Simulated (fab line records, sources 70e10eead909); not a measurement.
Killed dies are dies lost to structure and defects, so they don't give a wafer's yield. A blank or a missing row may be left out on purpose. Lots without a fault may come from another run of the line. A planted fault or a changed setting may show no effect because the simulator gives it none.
Chamber matching | flow nand_harc | NHARC_A_STAIRCASE_TRIM_20 on rie_diel-11: 4 sister chambers
The step chemistry O2, time 211.2 s. 20 wafers are shown with their chamber, then 10 later ones without.

WAFERS WITH THEIR CHAMBER
wafer  | chamber | drypump_motor_current_A (A) | showerhead_plenum_p_Torr (Torr) | oes_product_au (a.u.)
L074.1 | 1       | 5.8                         | 3.57                            | 0.993
L074.2 | 0       | 6.1                         | 3.57                            | 1.001
L074.6 | 3       | 5.5                         | 3.59                            | 0.993
L078.2 | 2       | 5.4                         | 3.68                            | 1.004
L078.3 | 3       | 5.5                         | 3.58                            | 0.998
L078.4 | 0       | 6.1                         | 3.57                            | 0.990
L081.2 | 3       | 5.5                         | 3.58                            | 1.013
L081.4 | 2       | 5.4                         | 3.68                            | 1.010
L081.5 | 0       | 6.1                         | 3.56                            | 1.001
L082.1 | 0       | 6.1                         | 3.56                            | 1.007
L082.2 | 3       | 5.5                         | 3.58                            | 1.001
L082.3 | 2       | 5.3                         | 3.68                            | 1.020
L088.4 | 2       | 5.4                         | 3.67                            | 1.014
L088.5 | 1       | 5.8                         | 3.56                            | 1.002
L088.6 | 2       | 5.3                         | 3.67                            | 1.010
L092.1 | 0       | 6.1                         | 3.55                            | 0.997
L092.3 | 3       | 5.5                         | 3.57                            | 0.995
L092.4 | 1       | 5.8                         | 3.55                            | 0.991
L093.1 | 3       | 5.5                         | 3.57                            | 1.001
L093.2 | 1       | 5.8                         | 3.55                            | 0.996

SIGNATURES (means of the wafers above)
reading                  | chamber 0 | chamber 1 | chamber 2 | chamber 3 | scatter within a chamber
drypump_motor_current_A  | 6.100     | 5.800     | 5.360     | 5.500     | 0.0274
showerhead_plenum_p_Torr | 3.5620    | 3.5575    | 3.6760    | 3.5783    | 0.00774
oes_product_au           | 0.99920   | 0.99550   | 1.01160   | 1.00017   | 0.00619
Rule: a wafer's distance from a chamber is the root of the sum, over the readings, of the square of ((its reading less the chamber's mean) divided by the reading's scatter). The wafer belongs to the nearest chamber; if the next one is less than 2 further off, it can't be placed. The scatter: the root of (the sum of the squares of (reading less its chamber's mean) over the shown wafers, divided by (wafers less chambers)).

WAFERS WITHOUT THEIR CHAMBER
wafer  | drypump_motor_current_A (A) | showerhead_plenum_p_Torr (Torr) | oes_product_au (a.u.)
L093.3 | 5.4                         | 3.66                            | 1.010
L093.4 | 6.1                         | 3.55                            | 0.998
L093.5 | 5.4                         | 3.66                            | 0.993
L093.6 | 5.5                         | 3.57                            | 1.002
L094.1 | 5.8                         | 3.55                            | 1.006
L094.2 | 5.4                         | 3.66                            | 1.014
L094.6 | 5.8                         | 3.55                            | 1.009
L097.1 | 5.8                         | 3.55                            | 1.005
L097.2 | 5.4                         | 3.66                            | 1.004
L097.4 | 6.1                         | 3.55                            | 1.007

WHICH CHAMBER EACH WENT THROUGH
wafer  | from the rows above | in truth
L093.3 | 2                   | 2
L093.4 | 0                   | 0
L093.5 | 2                   | 2
L093.6 | 3                   | 3
L094.1 | 1                   | 1
L094.2 | 2                   | 2
L094.6 | 1                   | 1
L097.1 | 1                   | 1
L097.2 | 2                   | 2
L097.4 | 0                   | 0
Placed correctly: 10 of 10. Can't be placed from these rows: 0. Placed wrongly: 0.
